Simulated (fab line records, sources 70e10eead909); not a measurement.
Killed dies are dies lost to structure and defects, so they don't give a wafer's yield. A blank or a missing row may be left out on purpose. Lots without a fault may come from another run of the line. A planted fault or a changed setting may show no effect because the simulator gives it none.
Which tool did it? | flow nand_harc | 15 lots, 45 wafers sampled, at 4 steps of a route of 1159

WHAT THE GAUGES READ, wafer by wafer
The record holds no reading of a measuring or inspecting step that can be judged against a usual standard deviation.

WHICH TOOL RAN EACH LOT (tool, then ch and the chambers of the sampled wafers, then the start)
lot  | NHARC_A_STAIRCASE_ETCH_17                     | NHARC_A_STAIRCASE_ETCH_23                     | NHARC_A_STAIRCASE_TRIM_26                     | NHARC_A_STAIRCASE_PEB_182
L803 | rie_diel-10 ch 0,1,2, day 11 13:36 or earlier | rie_diel-01 ch 0,2,3, day 11 13:36 or earlier | rie_diel-01 ch 0,1,3, day 11 13:36 or earlier | litho_track-02 ch 0, day 11 13:36
L807 | rie_diel-10 ch 0,2, day 11 20:53 or earlier   | rie_diel-12 ch 0,2,3, day 11 20:53 or earlier | rie_diel-12 ch 2,3, day 11 20:53 or earlier   | litho_track-03 ch 0, day 11 20:53
L805 | rie_diel-12 ch 1,2, day 11 21:50 or earlier   | rie_diel-01 ch 0,2,3, day 11 21:50 or earlier | rie_diel-01 ch 0,1, day 11 21:50 or earlier   | litho_track-02 ch 0, day 11 21:50
L806 | rie_diel-12 ch 0,1, day 12 00:58 or earlier   | rie_diel-10 ch 0,1, day 12 00:58 or earlier   | rie_diel-10 ch 0,1, day 12 00:58 or earlier   | litho_track-03 ch 0, day 12 00:58
L808 | rie_diel-12 ch 0,1, day 12 01:16 or earlier   | rie_diel-10 ch 0,2, day 12 01:16 or earlier   | rie_diel-10 ch 0,1,2, day 12 01:16 or earlier | litho_track-02 ch 0, day 12 01:16
L809 | rie_diel-12 ch 0,1, day 12 14:22 or earlier   | rie_diel-10 ch 1,2,3, day 12 14:22 or earlier | rie_diel-10 ch 0,1,3, day 12 14:22 or earlier | litho_track-03 ch 0, day 12 14:22
L816 | rie_diel-10 ch 0,2, day 14 19:27 or earlier   | rie_diel-01 ch 1,2, day 14 19:27 or earlier   | rie_diel-01 ch 0,1,3, day 14 19:27 or earlier | litho_track-02, day 14 19:27
L817 | rie_diel-12 ch 1,2,3, day 14 19:45 or earlier | rie_diel-01 ch 0,1,3, day 14 19:45 or earlier | rie_diel-01 ch 0,1,3, day 14 19:45 or earlier | litho_track-02, day 14 19:45
L818 | rie_diel-10 ch 1,3, day 15 00:01 or earlier   | rie_diel-10 ch 1,2,3, day 15 00:01 or earlier | rie_diel-10 ch 1,3, day 15 00:01 or earlier   | litho_track-03, day 15 00:01
L821 | rie_diel-01 ch 0,2,3, day 15 05:28 or earlier | rie_diel-10 ch 0,1, day 15 05:28 or earlier   | rie_diel-10 ch 0,2, day 15 05:28 or earlier   | litho_track-05 ch 0, day 15 05:28
L820 | rie_diel-10 ch 0,1,3, day 15 05:18 or earlier | rie_diel-10 ch 0,1,2, day 15 05:18 or earlier | rie_diel-10 ch 0,1,3, day 15 05:18 or earlier | litho_track-05 ch 0, day 15 05:18
L823 | rie_diel-12 ch 0,1, day 15 21:14 or earlier   | rie_diel-12 ch 1,2, day 15 21:14 or earlier   | rie_diel-12 ch 0,1,2, day 15 21:14 or earlier | litho_track-05 ch 0, day 15 21:14
L822 | rie_diel-01 ch 1,2,3, day 15 22:01 or earlier | rie_diel-12 ch 0,1,3, day 15 22:01 or earlier | rie_diel-12 ch 0,1, day 15 22:01 or earlier   | litho_track-03 ch 0, day 15 22:01
L824 | rie_diel-01 ch 1,2,3, day 15 22:20 or earlier | rie_diel-01 ch 1,2,3, day 15 22:20 or earlier | rie_diel-01 ch 0,1,2, day 15 22:20 or earlier | litho_track-03 ch 0, day 15 22:20
L825 | rie_diel-01 ch 1,2,3, day 17 01:42 or earlier | rie_diel-10 ch 0,2, day 17 01:42 or earlier   | rie_diel-10 ch 0,1,2, day 17 01:42 or earlier | litho_track-03 ch 0, day 17 01:42
- NHARC_A_STAIRCASE_ETCH_17: etches the open film in C4F8/O2, target depth 100 nm, time 40.5 s.
- NHARC_A_STAIRCASE_ETCH_23: etches the open film in C4F8/O2, target depth 100 nm, time 40.5 s.
- NHARC_A_STAIRCASE_TRIM_26: chemistry O2, time 211.2 s.
- NHARC_A_STAIRCASE_PEB_182: peb time 130 s.

WHAT THE TOOLS THEMSELVES READ (means of the sampled wafers that have a number; where no wafer has one, the mark that the record gives instead)
NHARC_A_STAIRCASE_ETCH_17. Usual: oes_product_au 0.940 a.u., standard deviation 0.01; rf_vpp_V 896 V, standard deviation 6.7.
lot  | tool        | oes_product_au (a.u.) | rf_vpp_V (V) | flag
L803 | rie_diel-10 | 0.950                 | 890          |
L807 | rie_diel-10 | 0.951                 | 892          |
L805 | rie_diel-12 | 0.936                 | 897          |
L806 | rie_diel-12 | 0.940                 | 903          |
L808 | rie_diel-12 | 0.953                 | 903          |
L809 | rie_diel-12 | 0.955                 | 904          |
L816 | rie_diel-10 | 0.944                 | 890          |
L817 | rie_diel-12 | 0.929                 | 897          |
L818 | rie_diel-10 | 0.934                 | 892          |
L821 | rie_diel-01 | 0.940                 | 895          |
L820 | rie_diel-10 | 0.944                 | 891          |
L823 | rie_diel-12 | 0.951                 | 902          |
L822 | rie_diel-01 | 0.947                 | 898          |
L824 | rie_diel-01 | 0.935                 | 897          |
L825 | rie_diel-01 | 0.940                 | 898          |

NHARC_A_STAIRCASE_ETCH_23. Usual: oes_product_au 0.944 a.u., standard deviation 0.0094; rf_vpp_V 895 V, standard deviation 6.4.
lot  | tool        | oes_product_au (a.u.) | rf_vpp_V (V) | flag
L803 | rie_diel-01 | 0.939                 | 895          |
L807 | rie_diel-12 | 0.943                 | 900          |
L805 | rie_diel-01 | 0.945                 | 895          |
L806 | rie_diel-10 | 0.937                 | 892          |
L808 | rie_diel-10 | 0.943                 | 893          |
L809 | rie_diel-10 | 0.952                 | 891          |
L816 | rie_diel-01 | 0.935                 | 897          |
L817 | rie_diel-01 | 0.933                 | 895          |
L818 | rie_diel-10 | 0.937                 | 889          |
L821 | rie_diel-10 | 0.947                 | 892          |
L820 | rie_diel-10 | 0.940                 | 891          |
L823 | rie_diel-12 | 0.942                 | 891          |
L822 | rie_diel-12 | 0.939                 | 903          |
L824 | rie_diel-01 | 0.938                 | 899          |
L825 | rie_diel-10 | 0.953                 | 891          |

NHARC_A_STAIRCASE_TRIM_26. Usual: drypump_motor_current_A 5.6 A, standard deviation 0.5; oes_product_au 1.001 a.u., standard deviation 0.0064; rf_vpp_V 57.6 V, standard deviation 0.87; showerhead_plenum_p_Torr 3.50 Torr, standard deviation 0.17; throttle_valve_pct 17.036 %, standard deviation 0.009.
lot  | tool        | drypump_motor_current_A (A) | oes_product_au (a.u.) | rf_vpp_V (V) | showerhead_plenum_p_Torr (Torr) | throttle_valve_pct (%) | flag
L803 | rie_diel-01 | 6.1                         | 1.000                 | 57.0         | 3.53                            | 17.035                 |
L807 | rie_diel-12 | 5.2                         | 1.001                 | 58.0         | 3.63                            | 17.037                 |
L805 | rie_diel-01 | 5.9                         | 1.003                 | 58.6         | 3.49                            | 17.028                 |
L806 | rie_diel-10 | 5.7                         | 1.006                 | 57.7         | 3.41                            | 17.037                 |
L808 | rie_diel-10 | 5.6                         | 1.002                 | 57.7         | 3.38                            | 17.029                 |
L809 | rie_diel-10 | 5.5                         | 1.002                 | 57.4         | 3.42                            | 17.026                 |
L816 | rie_diel-01 | 6.1                         | 1.000                 | 58.2         | 3.51                            | 17.041                 |
L817 | rie_diel-01 | 6.1                         | 0.996                 | 58.7         | 3.51                            | 17.035                 |
L818 | rie_diel-10 | 5.3                         | 0.997                 | 58.1         | 3.42                            | 17.026                 |
L821 | rie_diel-10 | 5.5                         | 1.000                 | 57.1         | 3.40                            | 17.031                 |
L820 | rie_diel-10 | 5.5                         | 0.995                 | 57.3         | 3.41                            | 17.031                 |
L823 | rie_diel-12 | 5.2                         | 0.998                 | 57.7         | 3.58                            | 17.032                 |
L822 | rie_diel-12 | 5.4                         | 1.003                 | 57.6         | 3.74                            | 17.037                 |
L824 | rie_diel-01 | 6.2                         | 1.002                 | 57.1         | 3.45                            | 17.037                 |
L825 | rie_diel-10 | 5.6                         | 1.002                 | 57.3         | 3.35                            | 17.033                 |

NHARC_A_STAIRCASE_PEB_182. Usual: chill_plate_temp_C 23.00 C, standard deviation 0.12; exhaust_pa 44.9 Pa, standard deviation 0.87.
lot  | tool           | chill_plate_temp_C (C) | exhaust_pa (Pa) | flag
L803 | litho_track-02 | 23.02                  | 44.0            |
L807 | litho_track-03 | 22.78                  | 46.1            |
L805 | litho_track-02 | 22.88                  | 46.0            |
L806 | litho_track-03 | 23.02                  | 45.6            |
L808 | litho_track-02 | 22.96                  | 43.4            |
L809 | litho_track-03 | 23.09                  | 44.9            |
L816 | litho_track-02 | -                      | -               | OFF
L817 | litho_track-02 | -                      | -               | OFF
L818 | litho_track-03 | -                      | -               | OFF
L821 | litho_track-05 | 23.00                  | 45.7            |
L820 | litho_track-05 | 23.01                  | 45.1            |
L823 | litho_track-05 | 23.08                  | 45.5            |
L822 | litho_track-03 | 23.18                  | 45.4            |
L824 | litho_track-03 | 22.96                  | 44.3            |
L825 | litho_track-03 | 22.95                  | 45.7            |

THE ANSWER, worked out from the rows above alone
Rule: a lot is off if the mean of its wafers that have a number lies more than 3 standard deviations from the usual mean. A lot without any number at a reading at which 4 lots or more have one is off too. The other lots that the step has rows for count as sound. The gauges are gone through in route order, then the tools' own readings, and for those a lot's mean is taken as printed above. The first step at which some lot is off is used, and at that step the reading that is off furthest; a lot without a number counts as furthest.
Off: L816, L817, L818, at NHARC_A_STAIRCASE_PEB_182 (chill_plate_temp_C). Without a number there: L816, L817, L818.
A tool fits if, at that step or a process step before it, it ran every lot that is off, and no sound lot after the first of them. NHARC_A_STAIRCASE_ETCH_17 gives no start for some lots, so the hours and the order of its lots are those of NHARC_A_STAIRCASE_PEB_182. NHARC_A_STAIRCASE_ETCH_23 gives no start for some lots, so the hours and the order of its lots are those of NHARC_A_STAIRCASE_PEB_182. NHARC_A_STAIRCASE_TRIM_26 gives no start for some lots, so the hours and the order of its lots are those of NHARC_A_STAIRCASE_PEB_182. None of those tried fits.

WHAT THE SIMULATOR HAD PUT IN
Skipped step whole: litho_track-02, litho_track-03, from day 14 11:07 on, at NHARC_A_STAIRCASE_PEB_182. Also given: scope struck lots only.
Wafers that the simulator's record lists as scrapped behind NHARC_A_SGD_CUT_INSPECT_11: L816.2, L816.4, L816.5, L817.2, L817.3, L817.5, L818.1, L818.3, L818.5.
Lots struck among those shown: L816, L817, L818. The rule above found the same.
